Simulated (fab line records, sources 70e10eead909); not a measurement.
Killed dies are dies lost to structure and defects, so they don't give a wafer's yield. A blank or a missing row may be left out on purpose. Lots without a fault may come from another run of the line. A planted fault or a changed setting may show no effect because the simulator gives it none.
One fault seen from 2 desks | flow nand_harc | each desk has only its own numbers; what lay behind them comes last

THE METROLOGY DESK
What the gauges read, lot by lot, whatever tool the lot ran on: means of the sampled wafers that have a number. A lot is out of limits, marked OUT, if its mean lies more than 4 standard deviations from the usual mean; the brackets give that distance.
Columns: A = overlay_x_nm at NHARC_P_STI_OVL_MEAS_10, usual 5 nm; B = overlay_y_nm at NHARC_P_STI_OVL_MEAS_10, usual -1 nm
lot  | first seen here | A  | B
L688 | day 2 20:45     | 14 | -11
L690 | day 3 17:14     | -5 | -2
L691 | day 4 02:43     | 8  | -2
L696 | day 6 04:21     | -3 | 2
L703 | day 9 01:41     | 4  | 2
L704 | day 9 11:41     | -9 | 1
L706 | day 10 10:15    | 6  | -11
L707 | day 10 16:22    | 1  | -9
L708 | day 11 07:50    | 2  | 2
L710 | day 12 01:02    | 1  | -1
This desk's finding: nothing out of limits on any of the 10 lots.

THE TOOL OWNER'S DESK: rie_si-05
The tool's own readings at NHARC_P_ZERO_WELL_ETCH_63 (etches the open film in HBr/Cl2, target depth 120 nm, time 40.1 s): means of the sampled wafers that have a number, for each lot that ran on this tool. A lot is out of limits, marked OUT, if its mean lies more than 4 standard deviations from the usual mean; the brackets give that distance.
Columns: A = bias_w at NHARC_P_ZERO_WELL_ETCH_63, usual 100.0 W; B = chamber_pressure_mTorr at NHARC_P_ZERO_WELL_ETCH_63, usual 15.000 mTorr; C = drypump_motor_current_A at NHARC_P_ZERO_WELL_ETCH_63, usual 5.6 A; D = oes_product_au at NHARC_P_ZERO_WELL_ETCH_63, usual 1.000 a.u.; E = throttle_valve_pct at NHARC_P_ZERO_WELL_ETCH_63, usual 26.405 %
lot  | first seen here | A     | B      | C   | D     | E
L688 | day 1 23:30     | 100.3 | 14.991 | 5.9 | 0.997 | 26.401
L691 | day 3 03:49     | 99.7  | 14.999 | 5.9 | 0.999 | 26.404
L706 | day 9 09:32     | 100.1 | 15.016 | 5.7 | 0.995 | 26.408
This desk's finding: nothing out of limits on any of the 3 lots.

PUT TOGETHER
The metrology desk saw nothing out of limits.
The tool owner's desk saw nothing out of limits.

WHAT THE SIMULATOR HAD PUT IN
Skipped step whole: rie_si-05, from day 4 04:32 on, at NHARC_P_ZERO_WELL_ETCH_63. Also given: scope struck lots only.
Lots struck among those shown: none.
